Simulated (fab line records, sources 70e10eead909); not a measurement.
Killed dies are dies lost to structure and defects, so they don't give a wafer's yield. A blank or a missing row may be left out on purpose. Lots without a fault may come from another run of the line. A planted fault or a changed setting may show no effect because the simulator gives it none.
Chamber matching | flow nand_harc | NHARC_A_CONTACT_ETCH_92 on rie_diel-08: 4 sister chambers
The step etches the open film in CH3F/O2, target depth 40 nm, time 85.7 s. 4 wafers are shown with their chamber, then 10 later ones without.

WAFERS WITH THEIR CHAMBER
wafer  | chamber | showerhead_plenum_p_Torr (Torr)
L959.1 | 2       | 2.55
L959.3 | 1       | 2.35
L960.5 | 3       | 2.57
L963.5 | 0       | 2.35

WAFERS WITHOUT THEIR CHAMBER
wafer  | showerhead_plenum_p_Torr (Torr)
L963.6 | 2.56
L964.3 | 2.35
L964.5 | 2.35
L964.6 | 2.35
L965.4 | 2.35
L965.5 | 2.56
L965.6 | 2.35
L971.1 | 2.56
L971.2 | 2.35
L971.5 | 2.55

WHICH CHAMBER EACH WENT THROUGH
wafer  | from the rows above     | in truth
L963.6 | can't be placed: 3 or 2 | 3
L964.3 | can't be placed: 0 or 1 | 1
L964.5 | can't be placed: 0 or 1 | 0
L964.6 | can't be placed: 0 or 1 | 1
L965.4 | can't be placed: 0 or 1 | 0
L965.5 | can't be placed: 3 or 2 | 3
L965.6 | can't be placed: 0 or 1 | 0
L971.1 | can't be placed: 3 or 2 | 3
L971.2 | can't be placed: 0 or 1 | 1
L971.5 | 2                       | 2
Placed correctly: 1 of 10. Can't be placed from these rows: 9 (the true chamber is among the candidates in 9). Placed wrongly: 0.
How it was worked out, from the rows above alone: a wafer's distance from a chamber is the root of the sum, over the readings, of the square of ((its reading less the chamber's mean) divided by the reading's scatter). The wafer belongs to the nearest chamber; if the next one is less than 2 further off, it can't be placed. A chamber's mean is the mean of its shown wafers. The scatter: with one shown wafer a chamber, the root of the mean of the squares of how far each hidden wafer lies from its nearest shown one.
